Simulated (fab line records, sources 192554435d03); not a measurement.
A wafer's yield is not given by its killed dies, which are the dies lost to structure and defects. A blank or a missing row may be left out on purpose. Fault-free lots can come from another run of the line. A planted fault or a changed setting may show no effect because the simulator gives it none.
Split-lot trial | flow n5_finfet | 7 lots, 21 wafers read, on a route of 1938 steps

== ON THE SPLIT ==
At N5_PMOS_HMC_CHANNEL_EPI_PEB_07 (peb time 60 s), the setting peb_temp_c was moved away from the recipe's 110 C on 5 of the 21 wafers read, by +1.9% to +3.4%. All remaining wafers had this setting at the recipe value.

== THE PATH FROM SPLIT TO READING: the file shows 1 step between them ==
- N5_PMOS_HMC_CHANNEL_EPI_DEVELOP_08: develop time 30 s (also split here: develop_time_s)

== THE READING ==
cd_nm at N5_PMOS_HMC_CHANNEL_EPI_CD_MEAS_09, given in nm (cd target 237.4 nm). On this fab line, fault-free wafers typically give 237.7 nm with a standard deviation of 1.4 nm.

wafer  | tool, chamber at the split | peb_temp_c as run, C | against the recipe | cd_nm, nm | against lot-mates on the recipe
L075.2 | litho_track-03, 0          | 110                  | recipe             | 238.2     | -
L075.3 | litho_track-03, 0          | 110                  | recipe             | 238.4     | -
L075.6 | litho_track-03, 0          | 110                  | recipe             | 237.3     | -
L078.2 | litho_track-02, 0          | 112.1                | +1.9%              | 242.8     | +4.9
L078.3 | litho_track-02, 0          | 112.1                | +1.9%              | 243.5     | +5.6
L078.6 | litho_track-02, 0          | 110                  | recipe             | 237.9     | -
L079.2 | litho_track-02, 0          | 110                  | recipe             | 237.7     | -
L079.5 | litho_track-02, 0          | 110                  | recipe             | 238.2     | -
L079.6 | litho_track-02, 0          | 110                  | recipe             | 239.3     | -
L082.1 | litho_track-05, 0          | 110                  | recipe             | 235.7     | -
L082.5 | litho_track-05, 0          | 110                  | recipe             | 235.6     | -
L082.6 | litho_track-05, 0          | 110                  | recipe             | 233.3     | -
L083.1 | litho_track-02, 0          | 110                  | recipe             | 237.3     | -
L083.4 | litho_track-02, 0          | 110                  | recipe             | 237.7     | -
L083.6 | litho_track-02, 0          | 110                  | recipe             | 240.4     | -
L087.1 | litho_track-02, 0          | 110                  | recipe             | 239.9     | -
L087.4 | litho_track-02, 0          | 113.4                | +3.1%              | 248.9     | +9.0
L087.5 | litho_track-02, 0          | 113.4                | +3.1%              | 247.1     | +7.2
L088.2 | litho_track-03, 0          | 113.7                | +3.4%              | 248.3     | +11.9
L088.5 | litho_track-03, 0          | 110                  | recipe             | 236.7     | -
L088.6 | litho_track-03, 0          | 110                  | recipe             | 236.2     | -

FIT RESULTS
A straight line over all 21 wafers: cd_nm changes by +3.27 nm for each +1% of peb_temp_c; r = +0.93; the points scatter about the line by 1.6 nm.
The same after taking each lot's own level away (the mean of its wafers on the recipe; 21 wafers): +2.93 nm for each +1%; r = +0.96; scatter 1 nm.
The reading moves by 9.8 nm for the largest change in peb_temp_c, on that fit.
Across the lots, their own levels run from 234.87 to 239.90 nm, a range of 3.6 times the standard deviation given above.
So the lot-to-lot level changes the slope: the two fits differ.
Check: +8.93 nm against its lot-mates is what the line predicts for one of the wafers moved furthest among these (+3.4%) when that wafer is left out of the fit. It came out at +11.9 nm against them.

== FURTHER SPLITS ON THESE WAFERS ==
These wafers also went through other splits before the reading. Each is held against what the fit with the lots' levels taken away leaves over:
other split on the same wafers                    | wafers away from the commonest value | r with cd_nm (lot level and that fit taken away)
N5_PMOS_HMC_CHANNEL_EPI_DEVELOP_08 develop_time_s | 6                                    | +0.18

== THE WHOLE CHAIN: every reading that the file lists as answering this split, in the file's order ==
step                               | what it does             | reading                                                                     | change (the file's fit)              | r (the file's)
N5_PMOS_HMC_CHANNEL_EPI_CD_MEAS_09 | target cd 237.4 nm       | cd_nm                                                                       | +3.06 nm for each +1% of the setting | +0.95
N5_PMOS_HMC_CHANNEL_EPI_DESCUM_14  | chemistry O2, time 7.9 s | PMOS_HMC_CHANNEL_EPI.cd_nm (the simulator's own value, which no gauge read) | +3.2 nm for each +1% of the setting  | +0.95

== FILE'S OWN FIT ==
cd_nm changes by +3.06 nm for each +1% of peb_temp_c, r = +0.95.
